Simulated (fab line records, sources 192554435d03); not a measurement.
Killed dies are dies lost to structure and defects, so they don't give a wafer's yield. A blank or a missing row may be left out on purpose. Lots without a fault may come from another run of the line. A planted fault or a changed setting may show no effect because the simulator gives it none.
Chamber matching | flow n5_finfet | N5_BEOL_M1_DESCUM_16 on rie_diel-05: 4 sister chambers
The step chemistry O2, time 7 s. 14 wafers are shown with their chamber, then 7 later ones without.

WAFERS WITH THEIR CHAMBER
wafer  | chamber | drypump_motor_current_A (A) | showerhead_plenum_p_Torr (Torr) | throttle_valve_pct (%)
L348.2 | 0       | 5.6                         | 2.13                            | 19.8
L348.4 | 1       | 5.8                         | 1.98                            | 20.4
L348.5 | 2       | 5.7                         | 2.16                            | 20.1
L349.1 | 2       | 5.7                         | 2.15                            | 20.1
L349.2 | 1       | 5.8                         | 1.98                            | 20.4
L349.4 | 0       | 5.5                         | 2.13                            | 19.8
L351.1 | 1       | 5.8                         | 1.98                            | 20.4
L351.5 | 0       | 5.5                         | 2.13                            | 19.8
L351.6 | 1       | 5.8                         | 1.98                            | 20.4
L352.2 | 0       | 5.5                         | 2.12                            | 19.8
L352.3 | 3       | 5.0                         | 2.04                            | 20.0
L352.5 | 2       | 5.7                         | 2.15                            | 20.1
L360.4 | 0       | 5.5                         | 2.12                            | 19.9
L360.5 | 2       | 5.7                         | 2.15                            | 20.1

SIGNATURES (means of the wafers above)
reading                  | chamber 0 | chamber 1 | chamber 2 | chamber 3 | scatter within a chamber
drypump_motor_current_A  | 5.520     | 5.800     | 5.700     | 5.000     | 0.0283
showerhead_plenum_p_Torr | 2.1260    | 1.9800    | 2.1525    | 2.0400    | 0.00442
throttle_valve_pct       | 19.820    | 20.400    | 20.100    | 20.000    | 0.0283
Rule: a wafer's distance from a chamber is the root of the sum, over the readings, of the square of ((its reading less the chamber's mean) divided by the reading's scatter). The wafer belongs to the nearest chamber; if the next one is less than 2 further off, it can't be placed. The scatter: the root of (the sum of the squares of (reading less its chamber's mean) over the shown wafers, divided by (wafers less chambers)).

WAFERS WITHOUT THEIR CHAMBER
wafer  | drypump_motor_current_A (A) | showerhead_plenum_p_Torr (Torr) | throttle_valve_pct (%)
L360.6 | 5.0                         | 2.03                            | 19.6
L364.2 | 5.5                         | 2.12                            | 19.9
L364.4 | 5.7                         | 2.14                            | 20.1
L364.6 | 5.0                         | 2.03                            | 19.6
L367.1 | 5.8                         | 2.24                            | 20.0
L367.2 | 5.6                         | 2.11                            | 19.9
L367.6 | 5.0                         | 2.03                            | 19.6

WHICH CHAMBER EACH WENT THROUGH
wafer  | from the rows above | in truth
L360.6 | 3                   | 3
L364.2 | 0                   | 0
L364.4 | 2                   | 2
L364.6 | 3                   | 3
L367.1 | 2                   | 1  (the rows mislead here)
L367.2 | 0                   | 0
L367.6 | 3                   | 3
Placed correctly: 6 of 7. Can't be placed from these rows: 0. Placed wrongly: 1.
